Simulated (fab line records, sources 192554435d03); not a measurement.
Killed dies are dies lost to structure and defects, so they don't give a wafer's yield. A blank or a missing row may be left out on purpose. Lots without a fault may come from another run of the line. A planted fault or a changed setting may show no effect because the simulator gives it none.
fab line records | flow n5_finfet
record lots=9 wafers=27 last_day=20
route steps=1938 shown BEOL_M0_SAQP@673 BEOL_M4@1111
lots that met no fault: from a run of the same line without faults
start_h: hours from the record's first day to the start of the lot's first wafer shown | wait_h: hours since the lot's step before | " the same as in the row above | L1.1+2: a row that stands for several wafers | - no value, or no start given | * or withheld: withheld | < > ~ a bound
route shown NAME@n: a module of which the file shows steps, and the number in the route of the first | usual: mean/standard deviation of fault-free wafers | same: alike in all rows | chamber/n: place in a boat | sites: the reading at each site | _std_site: their standard deviation | _edge_site: outer sites' mean less inner sites' | radius_mm: how far each site lies from the wafer's centre | mask NAME#n: copy n | behind: the tool/chamber that last shaped the wafer | hold: why the lot was held/for how many hours/how that ended | device: the transistor (n, p or np) that didn't switch | end of line: the same wafers' tests at the end of the route | a step without rows: its recipe alone | killed: dies lost to structure and defects at the first sort, not the wafer's yield | map: a wafer's dies, x killed, . not, _ none there
set.NAME: the setting as run; set.NAME@STEP: as run at that earlier step | model.NAME: the simulator's own value behind a step, which no gauge read
steps of the route over a sample of lots; a table a step, a row a wafer
services: from which hour (start_h, from the record's first day; less than 0 if before it) a tool's chamber was out of use, for how many hours, and why
## steps
# step N5_BEOL_M0_SAQP_ETCH_107
# recipe chemistry=CH3F/O2 target=SiNx target_depth_a=300 mask_material=SOC pressure_mtorr=30 source_w=395 bias_w=73 Ar_flow_sccm=150 CH3F_flow_sccm=30 O2_flow_sccm=20 ion_energy_ev=120
# usual drypump_motor_current_A=5.9/0.56 oes_product_au=0.79/0.083 rf_vpp_V=298.2/2.9 showerhead_plenum_p_Torr=2.01/0.068 throttle_valve_pct=16.46/0.19
# columns lot.wafer tool chamber start_h wait_h drypump_motor_current_A oes_product_au rf_hours_counter_h rf_vpp_V showerhead_plenum_p_Torr throttle_valve_pct
L810.2 rie_diel-03 2 147.54 0.0 5.0 0.77 130 302.3 2.10 16.42
L810.4 " 1 " " 6.1 0.75 143 293.7 1.92 15.99
L810.6 " 2 " " 5.0 0.77 - 302.0 2.10 16.43
L819.3 rie_diel-06 2 186.46 0.0 6.4 0.78 143 295.6 1.93 16.45
L819.5 " 2 " " 6.4 0.78 - 293.0 1.93 16.45
L819.6 " 1 " " 5.2 0.68 - 296.7 2.05 16.54
L821.2 rie_diel-06 3 197.47 0.0 5.2 0.82 51 298.0 2.03 16.52
L821.3 " 0 " " 6.4 0.71 222 299.7 2.07 16.75
L821.6 " 0 " " 6.4 0.71 - 301.6 2.06 16.73
L823.3 rie_diel-01 3 203.99 0.0 6.0 0.95 11 295.3 1.96 16.34
L823.5 " 2 " " 6.4 0.90 - 300.5 2.12 16.46
L823.6 " 1 " " 6.3 0.75 - 300.0 2.00 16.35
L825.2 rie_diel-01 2 216.14 0.0 6.4 0.87 29 300.8 2.12 16.47
L825.4 " 0 " " 6.6 0.79 100 298.0 1.94 16.67
L825.5 " 1 " " 6.3 0.75 - 297.6 2.00 16.33
L826.1 rie_diel-03 0 224.11 0.0 5.5 0.72 205 297.0 1.98 16.66
L826.3 " 2 " " 5.0 0.75 158 303.8 2.09 16.48
L826.4 " 3 " " 5.4 0.87 51 299.9 2.03 16.35
L828.3 rie_diel-06 0 237.33 0.0 6.4 0.69 236 300.3 2.06 16.76
L828.5 " 3 " " 5.2 0.82 - 299.6 2.02 16.55
L828.6 " 2 " " 6.4 0.77 - 296.1 1.92 16.47
L832.1 rie_diel-03 3 249.42 0.0 5.3 0.86 59 299.9 2.02 16.38
L832.2 " 0 " " 5.5 0.70 213 296.8 1.98 16.67
L832.6 " 1 " " 6.1 0.73 - 295.7 1.91 16.04
L829.1 rie_diel-03 2 256.15 0.0 5.0 0.74 168 301.2 2.08 16.49
L829.2 " 1 " " 6.1 0.72 172 294.5 1.91 16.05
L829.6 " 0 " " 5.6 0.71 - 296.9 1.98 16.69
# step N5_BEOL_M0_SAQP_SPACER2_ETCHBACK_27
# recipe chemistry=CHF3/O2 mode=anisotropic_etchback target=SiO2 target_depth_a=225 time_s=11.25 pressure_mtorr=30 source_w=650 bias_w=170 Ar_flow_sccm=200 CHF3_flow_sccm=50 O2_flow_sccm=5 ion_energy_ev=200
# usual drypump_motor_current_A=5.8/0.55 oes_product_au=0.80/0.083 rf_vpp_V=525/5.2 showerhead_plenum_p_Torr=2.42/0.073 throttle_valve_pct=18.98/0.21
# columns lot.wafer tool chamber start_h wait_h drypump_motor_current_A oes_product_au rf_hours_counter_h rf_vpp_V showerhead_plenum_p_Torr throttle_valve_pct
L810.2 rie_diel-03 0 148.33 0.3 5.6 0.74 179 522 2.40 19.12
L810.4 " 3 " " 5.3 0.92 23 528 2.45 18.87
L810.6 " 3 " " 5.4 0.93 - 529 2.45 18.88
L819.3 rie_diel-01 2 187.47 0.3 6.4 0.91 18 529 2.55 19.07
L819.5 " 3 " " 6.0 0.97 - 519 2.36 18.91
L819.6 " 0 " " 6.7 0.80 - 526 2.34 19.22
L821.2 rie_diel-03 2 198.31 0.3 5.0 0.76 149 533 2.52 19.00
L821.3 " 3 " " 5.3 0.89 42 528 2.44 18.90
L821.6 " 1 " " 6.1 0.74 - 516 2.31 18.52
L823.3 rie_diel-01 3 204.79 0.3 6.0 0.95 11 518 2.36 18.91
L823.5 " 2 " " 6.4 0.90 - 529 2.55 19.05
L823.6 " 1 " " 6.3 0.75 - 525 2.41 18.86
L825.2 rie_diel-03 3 216.94 0.3 5.4 0.88 47 528 2.44 18.91
L825.4 " 2 " " 5.0 0.75 155 535 2.51 19.03
L825.5 " 0 " " 5.5 0.71 - 522 2.39 19.15
L826.1 rie_diel-03 0 224.94 0.3 5.6 0.71 205 523 2.39 19.17
L826.3 " 2 " " 5.0 0.75 158 533 2.51 19.05
L826.4 " 1 " " 6.1 0.74 164 515 2.30 18.55
L828.3 rie_diel-03 1 238.12 0.3 6.1 0.74 166 517 2.30 18.54
L828.5 " 3 " " 5.4 0.87 - 529 2.44 18.91
L828.6 " 0 " " 5.5 0.71 - 522 2.39 19.17
L832.1 rie_diel-06 3 250.32 0.4 5.2 0.81 74 525 2.43 19.13
L832.2 " 1 " " 5.2 0.99 1 531 2.46 18.64
L832.6 " 2 " " 6.4 0.76 - 519 2.32 19.04
L829.1 rie_diel-06 0 258.13 0.3 6.4 0.69 243 530 2.48 19.28
L829.2 " 2 " " 6.4 0.75 171 517 2.32 19.06
L829.6 " 1 " " 5.2 0.98 - 530 2.46 18.65
# step N5_BEOL_M0_SAQP_OVL_MEAS_41
# recipe points_per_wafer=522
# usual M0_CUT1_OVL=0.5/0.56
# columns lot.wafer tool chamber start_h wait_h M0_CUT1_OVL[nm]
L810.2 overlay-01 0 148.88 0.0 1.3
L810.4 " 0 " " 0.6
L810.6 " 0 " " 0.2
L819.3 overlay-01 0 188.14 0.0 0.9
L819.5 " 0 " " 0.5
L819.6 " 0 " " -0.1
L821.2 overlay-01 0 198.98 0.0 0.2
L821.3 " 0 " " 0.3
L821.6 " 0 " " -0.1
L823.3 overlay-01 0 205.47 0.0 0.0
L823.5 " 0 " " 0.4
L823.6 " 0 " " -0.2
L825.2 overlay-02 0 217.62 0.0 1.4
L825.4 " 0 " " 0.4
L825.5 " 0 " " 0.4
L826.1 overlay-02 0 225.48 0.0 1.0
L826.3 " 0 " " 0.7
L826.4 " 0 " " 0.8
L828.3 overlay-02 0 238.79 0.0 -0.3
L828.5 " 0 " " 0.6
L828.6 " 0 " " 0.3
L832.1 overlay-02 0 250.86 0.0 0.4
L832.2 " 0 " " 1.0
L832.6 " 0 " " 1.7
L829.1 overlay-02 0 258.67 0.0 0.7
L829.2 " 0 " " 0.6
L829.6 " 0 " " 0.5
# step N5_BEOL_M0_SAQP_ALD_48
# recipe material=SiO2 target_thk_a=200 temp_c=100 ald_precursor_family=BDEAS ald_co_reactant=O2-plasma pulse_time_s=1 co_reactant_pulse_time_s=1 purge_time_s=2 co_reactant_purge_time_s=2 ald_cycles=139 pressure_torr=2
# usual ald_cycles=139/0 heater_power_w=75/9.1 precursor_pulse_height_rel=1.001/0.02
# columns lot.wafer tool chamber start_h wait_h ald_cycles heater_power_w precursor_pulse_height_rel since_wet_clean_h
L810.2 ald_sin-02 3 150.16 0.9 139 69 1.010 247
L810.4 " 2 " " 139 62 1.017 247
L810.6 " 3 " " 139 72 0.979 -
L819.3 ald_sin-01 1 189.08 0.3 139 69 1.013 180
L819.5 " 3 " " 95 77 1.015 -
L819.6 " 2 " " 139 82 1.004 -
L821.2 ald_sin-01 1 199.56 0.2 95 70 0.984 191
L821.3 " 3 " " 139 77 0.999 191
L821.6 " 2 " " 139 81 1.038 -
L823.3 ald_sin-02 3 205.83 0.0 139 70 0.979 303
L823.5 " 3 " " 139 70 1.030 -
L823.6 " 0 " " 139 72 0.999 -
L825.2 ald_sin-02 3 218.26 0.0 139 70 0.969 315
L825.4 " 0 " " 139 75 1.012 315
L825.5 " 3 " " 139 71 0.983 -
L826.1 ald_sin-02 1 225.93 0.1 139 89 0.998 323
L826.3 " 2 " " 139 62 1.022 323
L826.4 " 2 " " 139 62 1.018 -
L828.3 ald_sin-02 2 240.29 1.2 139 61 1.014 337
L828.5 " 2 " " 139 61 1.001 -
L828.6 " 1 " " 139 88 1.025 -
L832.1 ald_sin-03 3 251.27 0.0 139 79 0.976 60
L832.2 " 1 " " 139 85 0.972 60
L832.6 " 1 " " 139 80 0.987 -
L829.1 ald_sin-02 2 259.32 0.3 139 60 1.026 356
L829.2 " 3 " " 139 70 0.997 356
L829.6 " 0 " " 139 76 0.984 -
# step N5_BEOL_M4_RC_MEAS_101
# usual DIBL_N=36.0/1.3 DIBL_P=36.2/1.7 IOFF_N=0.155/0.024 IOFF_P=0.21/0.034 ION_N=674/9 ION_P=463/7.1 SS_N=71.4/0.5 SS_P=73.4/0.57 VT_N=250.0/2.8 VT_P=-251/3.2
# columns lot.wafer tool chamber start_h wait_h DIBL_N[mV/V] DIBL_P[mV/V] IOFF_N[nA/um] IOFF_P[nA/um] ION_N[uA/um] ION_P[uA/um] SS_N[mV/dec] SS_P[mV/dec] VT_N[mV] VT_P[mV]
L810.2 prober-01 0 244.66 0.3 35.0 35.0 0.125 0.17 663 455 71.2 73.1 253.3 -254
L810.4 " 0 " " 37.0 37.2 0.158 0.20 673 454 72.1 73.6 252.0 -251
L810.6 " 0 " " 36.8 37.1 0.155 0.20 667 458 71.5 73.3 248.5 -251
L819.3 prober-02 0 281.25 0.3 37.5 39.4 0.196 0.24 679 463 72.0 74.1 245.8 -251
L819.5 " 0 " " 38.5 40.3 0.211 0.26 686 470 72.0 74.4 245.1 -248
L819.6 " 0 " " 37.3 38.6 0.194 0.23 689 464 71.0 74.2 244.4 -250
L821.2 prober-01 0 295.89 0.2 32.6 33.0 0.126 0.17 665 462 70.7 72.7 251.9 -253
L821.3 " 0 " " 34.1 34.6 0.147 0.19 671 461 71.9 73.3 247.8 -251
L821.6 " 0 " " 34.0 34.4 0.142 0.19 668 451 71.4 73.1 248.8 -250
L823.3 prober-01 0 310.47 0.3 34.8 35.8 0.141 0.19 666 463 72.3 73.6 248.4 -253
L823.5 " 0 " " 34.8 36.5 0.150 0.21 667 464 72.2 72.3 252.6 -249
L823.6 " 0 " " 34.4 35.5 0.139 0.19 662 457 71.7 73.4 248.3 -251
L825.2 prober-02 0 319.44 0.2 38.0 38.0 0.180 0.24 680 466 71.8 73.8 249.6 -252
L825.4 " 0 " " 36.2 36.0 0.142 0.20 664 459 71.0 73.3 249.0 -252
L825.5 " 0 " " 36.5 35.8 0.143 0.20 667 463 71.7 73.8 253.3 -252
L826.1 prober-01 0 322.20 0.0 35.4 37.6 0.143 0.19 670 459 71.4 73.7 252.1 -254
L826.3 " 0 " " 34.7 37.2 0.137 0.18 666 456 71.4 73.1 250.1 -253
L826.4 " 0 " " 35.4 38.1 0.149 0.20 676 467 72.0 73.9 250.3 -251
L828.3 prober-01 0 327.52 0.3 36.7 36.2 0.164 0.24 680 473 72.1 73.5 250.9 -246
L828.5 " 0 " " 37.5 37.5 0.180 0.26 683 476 72.1 74.1 251.2 -246
L828.6 " 0 " " 36.4 36.1 0.156 0.23 680 472 72.2 73.3 250.9 -247
L832.1 prober-01 0 347.71 0.0 35.7 34.9 0.135 0.20 676 464 70.9 73.0 251.9 -251
L832.2 " 0 " " 34.8 34.3 0.120 0.19 668 464 71.0 72.4 255.6 -249
L832.6 " 0 " " 34.3 34.5 0.121 0.19 664 464 70.4 72.5 253.3 -250
L829.1 prober-01 0 369.43 0.0 34.5 35.1 0.136 0.18 669 456 70.9 73.0 251.0 -253
L829.2 " 0 " " 36.4 37.7 0.172 0.22 680 468 71.4 73.1 246.8 -251
L829.6 " 0 " " 35.0 35.5 0.146 0.19 671 467 71.5 72.6 249.7 -251
## services
# columns tool chamber start_h hours kind
ald_sin-03 2 127.32 6.2 repair
ald_sin-03 - 138.77 1.3 repair
ald_sin-01 - 143.33 14.6 pm
rie_diel-01 3 154.08 - clean
rie_diel-01 3 154.08 - consumable_replace:focus_ring
rie_diel-01 3 154.08 18.9 scheduled_down
rie_diel-01 3 154.08 18.9 vent_cycle
rie_diel-03 1 174.81 17.2 repair
ald_sin-03 - 176.96 14.0 pm
ald_sin-03 0 176.96 14.0 vent_cycle
ald_sin-03 1 176.96 14.0 vent_cycle
ald_sin-03 2 176.96 14.0 vent_cycle
ald_sin-03 3 176.96 14.0 vent_cycle
ald_sin-03 - 190.96 6.0 pm
ald_sin-03 0 190.96 - clean
rie_diel-06 0 198.08 6.2 repair
rie_diel-06 1 221.29 - clean
rie_diel-06 1 221.29 - consumable_replace:esc
rie_diel-06 1 221.29 - consumable_replace:focus_ring
rie_diel-06 1 221.29 25.2 scheduled_down
rie_diel-06 1 221.29 25.2 vent_cycle
ald_sin-02 2 230.18 - calibration
rie_diel-01 2 247.05 9.9 repair
ald_sin-02 1 258.32 3.4 repair
## key
first_sign step=N5_BEOL_M0_SAQP_ALD_48 reading=ald_cycles direction=down sigmas=99+ usual=* struck=*
effect none on later readings
met_at N5_BEOL_M0_SAQP_ALD_48
struck_lots L819,L821
struck_wafers L819.5,L821.2
not_acting_at N5_BEOL_M0_SAQP_ETCH_107,N5_BEOL_M0_SAQP_SPACER2_ETCHBACK_27,N5_BEOL_M0_SAQP_OVL_MEAS_41
fault kind=process_parameter_drift tool=ald_sin-01 chamber=- onset_h=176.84 steps=N5_BEOL_M0_SAQP_ALD_48 channel=ald_cycles offset=* shape=step end_h=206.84 scope=struck_wafers_only acts_in=* stated=*
